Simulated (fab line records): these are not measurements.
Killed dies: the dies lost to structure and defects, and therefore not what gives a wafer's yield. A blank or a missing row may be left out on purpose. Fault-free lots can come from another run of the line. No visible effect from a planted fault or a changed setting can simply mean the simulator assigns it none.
Chamber matching + flow n5-finfet + 4 sister chambers for N5_BEOL_M5_DESCUM_33 on rie-diel-03
The step chemistry O2, time 7 s. 8 wafers are shown with their chamber, then 7 later ones without.

EACH WAFER AND ITS CHAMBER
| wafer  | chamber | showerhead-plenum-p-Torr (Torr) | drypump-motor-current-A (A) |
|--------|---------|---------------------------------|-----------------------------|
| L075.4 | 0       | 2.19                            | 5.7                         |
| L081.2 | 0       | 2.18                            | 5.7                         |
| L081.6 | 3       | 2.18                            | 5.2                         |
| L083.4 | 1       | 2.09                            | 5.8                         |
| L084.4 | 3       | 2.18                            | 5.2                         |
| L084.6 | 2       | 2.00                            | 5.5                         |
| L090.2 | 2       | 2.00                            | 5.5                         |
| L090.5 | 1       | 2.09                            | 5.7                         |

WAFERS WHOSE CHAMBER IS MISSING
| wafer  | showerhead-plenum-p-Torr (Torr) | drypump-motor-current-A (A) |
|--------|---------------------------------|-----------------------------|
| L090.6 | 2.00                            | 5.5                         |
| L091.1 | 2.09                            | 5.8                         |
| L091.2 | 2.18                            | 5.7                         |
| L091.6 | 2.17                            | 5.3                         |
| L097.1 | 2.17                            | 5.2                         |
| L097.3 | 2.17                            | 5.7                         |
| L097.5 | 2.09                            | 5.7                         |

EACH ONE'S CHAMBER
| wafer  | from the rows above | in truth |
|--------|---------------------|----------|
| L090.6 | 2                   | 2        |
| L091.1 | 1                   | 1        |
| L091.2 | 0                   | 0        |
| L091.6 | 3                   | 3        |
| L097.1 | 3                   | 3        |
| L097.3 | 0                   | 0        |
| L097.5 | 1                   | 1        |
Correctly placed: 7 of 7. From these rows, 0 cannot be placed. Number placed wrongly: 0.
How it was worked out, from the rows above alone: a wafer's distance from a chamber is the root of the sum, over the readings, of the square of ((its reading less the chamber's mean) divided by the reading's scatter). If the next closest chamber is less than 2 further off than the closest, the wafer can't be placed; otherwise it belongs to the closest. For every chamber, the mean is computed from those of its wafers that are shown. The scatter: take each reading less its chamber's mean, square it, sum over the shown wafers, divide by the number of wafers less the number of chambers, and take the root.
